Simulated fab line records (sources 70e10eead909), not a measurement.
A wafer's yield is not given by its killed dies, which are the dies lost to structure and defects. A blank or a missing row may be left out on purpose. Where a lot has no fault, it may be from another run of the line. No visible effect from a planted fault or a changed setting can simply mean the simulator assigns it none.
fab line records	flow nand_harc
[record] lots = 6	wafers = 18	last_day = 24
route steps=1159 shown A_SGD_CUT@776 A_SLIT@779
lots with no fault: from the same line, run without faults
start_h: start of the lot's first displayed wafer, in hours after the record's first day	wait_h: how many hours have passed since the lot's step before this one	" identical to the entry in the row above	L1.1+2: a single row standing in for several wafers	- either no value or no given start	* or withheld: withheld	< > ~ a bound
route shown NAME@n: names a module that has steps shown in the file, with the first one's number in the route	usual: the fault-free wafers' mean and standard deviation	same: alike in all rows	chamber/n: place in a boat	sites: readings site by site	_std_site: their standard deviation	_edge_site: outer sites' mean less inner sites'	radius_mm: how far each site lies from the wafer's centre	mask NAME#n: copy n	behind: the most recent tool/chamber to have shaped the wafer	hold: the reason the lot was held/the length of the hold in hours/how it ended	device: whichever transistor did not switch (one of n, p or np)	end of line: at the end of the route, the tests of the same wafers	a step without rows: its recipe alone	killed: at the first sort, the dies lost to defects and structure; wafer yield is something else	map: a wafer's dies, marking killed ones x, the rest . and places with no die _
set.NAME: the setting as run; set.NAME@STEP: as run at that earlier step	model.NAME: the simulator's own value behind a step, which no gauge read
lots seen at some steps along the route; tables by step, rows by wafer
services: a tool's chamber out of use, with start hour (start_h, from the record's first day; less than 0 if before it), hours out, and reason
[[steps]]
[step NHARC_A_SGD_CUT_ETCHBACK_24]
[recipe] target_depth_a = 500	over_etch_frac = 0.3	time_s = 92.857	ion_energy_ev = 120	ch3f_flow_sccm = 50	o2_flow_sccm = 30	ar_flow_sccm = 200	rf_w = 500	bias_w = 100	chemistry = CH3F/O2
[usual] ch3f_flow_sccm = 49.96/0.15	drypump_motor_current_A = 5.7/0.57	o2_flow_sccm = 29.99/0.075	oes_product_au = 0.97/0.035	rf_vpp_V = 244.5/1.8	showerhead_plenum_p_Torr = 2.47/0.12	throttle_valve_pct = 20.662/0.0089
lot.wafer	tool	chamber	start_h	wait_h	ch3f_flow_sccm	drypump_motor_current_A	o2_flow_sccm	oes_product_au	rf_hours_counter_h	rf_vpp_V	showerhead_plenum_p_Torr	throttle_valve_pct
L236.1	rie_diel-07	0	342.30	0.1	49.76	6.4	29.92	0.94	7	244.5	2.57	20.673
L236.2	"	2	"	"	49.89	6.7	30.07	0.93	7	242.8	2.40	20.669
L236.5	"	3	"	"	50.26	6.1	29.90	0.92	-	242.7	2.36	20.648
L238.1	rie_diel-06	2	351.04	0.1	50.05	5.9	29.98	1.02	10	247.0	2.61	20.669
L238.4	"	3	"	"	49.84	5.1	30.01	0.99	10	244.0	2.42	20.664
L238.3	"	0	"	"	49.94	4.9	29.91	1.00	10	247.2	2.61	20.663
L245.4	rie_diel-06	0	391.85	0.1	49.97	4.9	29.93	1.01	14	245.0	2.61	20.662
L245.2	"	2	"	"	49.94	6.0	30.02	1.01	13	247.6	2.61	20.668
L245.1	"	3	"	"	49.99	5.1	30.07	1.00	13	245.7	2.42	20.673
L246.2	rie_diel-06	3	412.49	0.2	49.96	5.1	29.92	0.92	16	244.2	2.42	20.652
L246.6	"	2	"	"	49.95	5.9	30.15	0.94	-	247.4	2.60	20.667
L246.5	"	3	"	"	50.13	5.1	29.95	0.91	-	243.5	2.42	20.662
L254.3	rie_diel-06	0	440.68	0.1	50.15	4.9	30.05	0.98	1	245.6	2.61	20.660
L254.4	"	1	"	"	50.00	6.6	30.01	1.00	1	242.1	2.31	20.659
L254.1	"	2	"	"	49.77	6.0	30.00	1.01	1	247.0	2.60	20.658
L255.1	rie_diel-08	0	454.47	0.1	49.92	5.5	29.91	1.01	17	243.2	2.36	20.680
L255.2	"	1	"	"	49.94	5.5	29.87	1.00	16	244.5	2.33	20.670
L255.6	"	1	"	"	49.96	5.5	29.94	1.01	-	241.2	2.33	20.666
[step NHARC_A_SGD_CUT_STRIP_28]
[recipe] time_s = 20	o2_flow_sccm = 500	ar_flow_sccm = 0	bias_w = 0	chemistry = O2
[usual] drypump_motor_current_A = 5.8/0.59	o2_flow_sccm = 500.1/1.6	oes_product_au = 1.001/0.012	rf_vpp_V = 57.8/0.9	showerhead_plenum_p_Torr = 3.53/0.17	throttle_valve_pct = 17.036/0.0087
lot.wafer	tool	chamber	start_h	wait_h	drypump_motor_current_A	o2_flow_sccm	oes_product_au	rf_hours_counter_h	rf_vpp_V	showerhead_plenum_p_Torr	throttle_valve_pct
L236.2	rie_diel-07	2	-	-	6.7	500.6	0.988	7	58.0	3.44	17.021
L236.1	"	0	"	"	6.4	500.5	1.024	7	58.6	3.68	17.037
L236.5	"	1	"	"	5.1	502.1	1.015	-	58.2	3.74	17.025
L238.1	rie_diel-06	0	-	-	4.9	498.3	0.991	10	58.7	3.74	17.034
L238.4	"	1	"	"	6.6	501.8	0.995	11	58.2	3.32	17.042
L238.3	"	3	"	"	5.1	498.8	0.991	10	59.0	3.48	17.036
L245.4	rie_diel-06	0	-	-	4.9	499.8	0.998	14	57.4	3.74	17.037
L245.1	"	2	"	"	6.0	502.5	1.019	13	60.6	3.73	17.031
L245.2	"	3	"	"	5.1	500.9	1.001	13	57.4	3.48	17.031
L246.2	rie_diel-06	3	-	-	5.1	499.3	0.988	16	58.7	3.48	17.032
L246.6	"	3	"	"	5.1	498.3	1.002	-	57.3	3.48	17.044
L246.5	"	0	"	"	4.9	497.6	0.998	-	57.3	3.74	17.038
L254.4	rie_diel-06	1	-	-	6.6	498.8	1.003	1	58.2	3.32	17.031
L254.3	"	2	"	"	5.9	500.5	1.020	1	58.6	3.73	17.042
L254.1	"	0	"	"	4.9	499.5	0.998	1	59.5	3.74	17.048
L255.2	rie_diel-08	0	-	-	5.6	501.8	1.007	17	57.6	3.39	17.042
L255.1	"	3	"	"	5.7	500.6	0.982	15	59.1	3.58	17.048
L255.6	"	0	"	"	5.5	500.8	1.002	-	56.6	3.39	17.019
[step NHARC_A_SGD_CUT_INSPECT_25]
[usual] raw_defect_count = 304/71
lot.wafer	tool	chamber	start_h	wait_h	raw_defect_count
L236.1	defect_inspect-01	-	342.53	-	259
L236.2	"	-	"	"	225
L236.5	"	-	"	"	266
L238.1	defect_inspect-01	-	351.28	-	259
L238.3	"	-	"	"	412
L238.4	"	-	"	"	254
L245.1	defect_inspect-01	-	392.09	-	315
L245.2	"	-	"	"	341
L245.4	"	-	"	"	251
L246.2	defect_inspect-02	-	412.72	-	282
L246.5	"	-	"	"	297
L246.6	"	-	"	"	342
L254.1	defect_inspect-01	-	440.92	-	346
L254.3	"	-	"	"	286
L254.4	"	-	"	"	244
L255.1	defect_inspect-01	-	454.71	-	228
L255.2	"	-	"	"	336
L255.6	"	-	"	"	263
[step NHARC_A_SLIT_DEP_25]
[recipe] target_thk_a = 2000	temp_c = 400	pressure_torr = 6.5	rf_w = 900	teos_flow_sccm = 161.4	flow_sccm = 2650	target_thk_nm = 200	gas = O2	material = SiO2
[usual] heater_power_w = 580/130	throttle_valve_pct = 16.1/0.42
lot.wafer	tool	chamber	start_h	wait_h	heater_power_w	throttle_valve_pct
L236.1	pecvd-01	2	342.89	0.4	595	16.1
L236.2	"	0	"	"	772	15.7
L236.5	"	0	"	"	805	15.7
L238.3	pecvd-01	0	351.39	0.1	810	15.7
L238.1	"	1	"	"	671	16.3
L238.4	"	0	"	"	787	16.0
L245.1	pecvd-01	2	392.26	0.2	780	16.2
L245.2	"	0	"	"	860	16.1
L245.4	"	0	"	"	693	16.1
L246.2	pecvd-04	2	412.79	0.1	420	16.0
L246.5	"	2	"	"	454	15.8
L246.6	"	0	"	"	411	15.8
L254.1	pecvd-04	2	440.99	0.1	426	16.2
L254.3	"	1	"	"	569	15.2
L254.4	"	2	"	"	437	16.0
L255.1	pecvd-01	0	454.85	0.1	681	15.5
L255.2	"	2	"	"	601	16.7
L255.6	"	0	"	"	706	15.5
[step NHARC_A_SLIT_DEP_00]
[recipe] target_thk_a = 32000	temp_c = 400	material = aC
[usual] throttle_valve_pct = 34.999/0.0088
lot.wafer	tool	chamber	start_h	wait_h	throttle_valve_pct
L236.1	acl_dep-01	0	343.19	-	35.008
L236.2	"	0	"	"	34.987
L236.5	"	0	"	"	34.987
L238.1	acl_dep-01	0	351.77	-	35.014
L238.3	"	0	"	"	34.989
L238.4	"	0	"	"	35.019
L245.1	acl_dep-03	0	393.45	1.1	34.997
L245.2	"	0	"	"	34.997
L245.4	"	0	"	"	35.010
L246.2	acl_dep-01	0	417.04	-	34.999
L246.5	"	0	"	"	34.971
L246.6	"	0	"	"	35.001
L254.1	acl_dep-03	0	441.32	-	35.011
L254.3	"	0	"	"	35.008
L254.4	"	0	"	"	35.007
L255.1	acl_dep-02	0	455.19	-	34.996
L255.2	"	0	"	"	34.994
L255.6	"	0	456.81	-	34.997
[step NHARC_A_SLIT_DEP_23]
[recipe] target_thk_a = 1000	target_thk_nm = 100	temp_c = 400	pressure_torr = 3.5	flow_sccm = 200	rf_w = 350	material = SiON
[usual] heater_power_w = 728/97
lot.wafer	tool	chamber	start_h	wait_h	heater_power_w
L236.1	pecvd-04	1	345.19	1.7	725
L236.2	"	0	"	"	746
L236.5	"	0	"	"	606
L238.1	pecvd-02	2	353.73	1.6	692
L238.3	"	1	"	"	854
L238.4	"	1	"	"	857
L245.1	pecvd-04	0	395.42	1.7	653
L245.2	"	1	"	"	837
L245.4	"	0	"	"	662
L246.2	pecvd-02	0	418.70	1.3	620
L246.5	"	0	"	"	619
L246.6	"	1	"	"	845
L254.3	pecvd-02	2	443.36	1.1	664
L254.1	"	0	"	"	641
L254.4	"	0	"	"	654
L255.1	pecvd-04	2	457.16	1.6	671
L255.2	"	0	"	"	690
L255.6	"	0	"	"	681
[step NHARC_A_SLIT_DEHYDRATE_01]
[recipe] temp_c = 150	time_s = 120
[step NHARC_A_SLIT_HMDS_02]
[recipe] time_s = 30
[step NHARC_A_SLIT_COAT_03]
[recipe] spin_rpm = 1500	resist_thk_nm = 90
[step NHARC_A_SLIT_SOFTBAKE_04]
[recipe] temp_c = 105	time_s = 55
[step NHARC_A_SLIT_EBR_05]
[step NHARC_A_SLIT_EXPOSE_06]
[recipe] na = 1.35	dose_mj = 60.82	mask_id = SLIT
[step NHARC_A_SLIT_PEB_07]
[recipe] peb_temp_c = 100	peb_time_s = 65
[usual] chill_plate_temp_C = 23.01/0.1	exhaust_pa = 45.1/0.98	plate_temp_C = 100.02/0.15
lot.wafer	tool	chamber	start_h	wait_h	chill_plate_temp_C	exhaust_pa	plate_temp_C
L236.1	litho_track-04	-	345.67	0.1	-	-	-
L236.2	"	-	"	"	-	-	-
L236.5	"	-	"	"	-	-	-
L238.1	litho_track-06	-	354.32	0.1	-	-	-
L238.3	"	-	"	"	-	-	-
L238.4	"	-	"	"	-	-	-
L245.1	litho_track-06	0	396.02	0.1	22.90	45.8	99.81
L245.2	"	0	"	"	22.97	44.6	100.10
L245.4	"	0	"	"	22.89	42.2	100.07
L246.2	litho_track-06	0	419.30	0.1	22.90	44.1	100.09
L246.5	"	0	"	"	22.90	44.3	100.09
L246.6	"	0	"	"	23.14	44.4	100.15
L254.1	litho_track-04	0	443.93	0.1	22.96	45.2	100.04
L254.3	"	0	"	"	22.93	44.8	100.09
L254.4	"	0	"	"	23.08	44.6	100.10
L255.1	litho_track-04	0	457.84	0.1	23.21	45.0	100.14
L255.2	"	0	"	"	22.83	45.3	100.08
L255.6	"	0	"	"	22.86	44.5	100.03
[step NHARC_A_SLIT_DEVELOP_08]
[recipe] develop_time_s = 35	dev_temp_c = 23
[[services]]
tool	chamber	start_h	hours	kind
rie_diel-06	0	323.76	-	clean
rie_diel-06	1	323.76	-	clean
rie_diel-06	2	323.76	-	clean
rie_diel-06	3	323.76	-	clean
pecvd-02	-	334.55	13.0	pm
rie_diel-08	1	338.70	13.1	repair
rie_diel-06	0	348.30	-	clean
rie_diel-06	1	348.30	-	clean
rie_diel-06	2	348.30	-	clean
rie_diel-06	3	348.30	-	clean
acl_dep-02	-	350.01	13.0	pm
pecvd-04	2	358.48	14.3	repair
rie_diel-06	0	372.80	-	clean
rie_diel-07	1	373.87	14.6	repair
pecvd-04	-	376.33	13.0	pm
pecvd-02	2	377.62	12.5	repair
pecvd-01	-	393.52	1.6	repair
rie_diel-08	3	402.80	16.6	repair
rie_diel-07	-	405.20	9.0	pm
acl_dep-03	-	408.36	13.0	pm
rie_diel-07	1	415.73	2.8	repair
pecvd-01	-	418.06	13.0	pm
rie_diel-06	-	418.20	9.0	pm
pecvd-04	1	442.11	17.3	repair
[[key]]
[first_sign] step = NHARC_A_SLIT_PEB_07	reading = tool_record	direction = missing
effect none on later readings
met_at NHARC_A_SLIT_PEB_07
struck_wafers L236.1,L236.2,L236.5,L238.1,L238.3,L238.4
later_rows_left_out L236.1,L236.2,L236.5,L238.1,L238.3,L238.4
sort_left_out L236.1,L236.2,L236.5,L238.1,L238.3,L238.4
tester_left_out L236,L238
[fault] kind = skipped_step_whole	tool = litho_track-04,litho_track-06	chamber = -	onset_h = 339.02	steps = NHARC_A_SLIT_PEB_07	scope = struck_lots_only
// tester_left_out: of these lots the tester's yield and bins aren't shown, on N5 and GAA mostly nor the transistor test; their killed dies are dies lost to structure and defects alone, not to doping, threshold or leakage, so they don't give the yield
// sort_left_out: the simulated sort isn't trusted on such a fault, so these wafers' sort isn't shown, and their yield isn't known
// later_rows_left_out: the simulator's readings of these wafers behind a module that went badly wrong aren't trusted and aren't shown, but for the sort
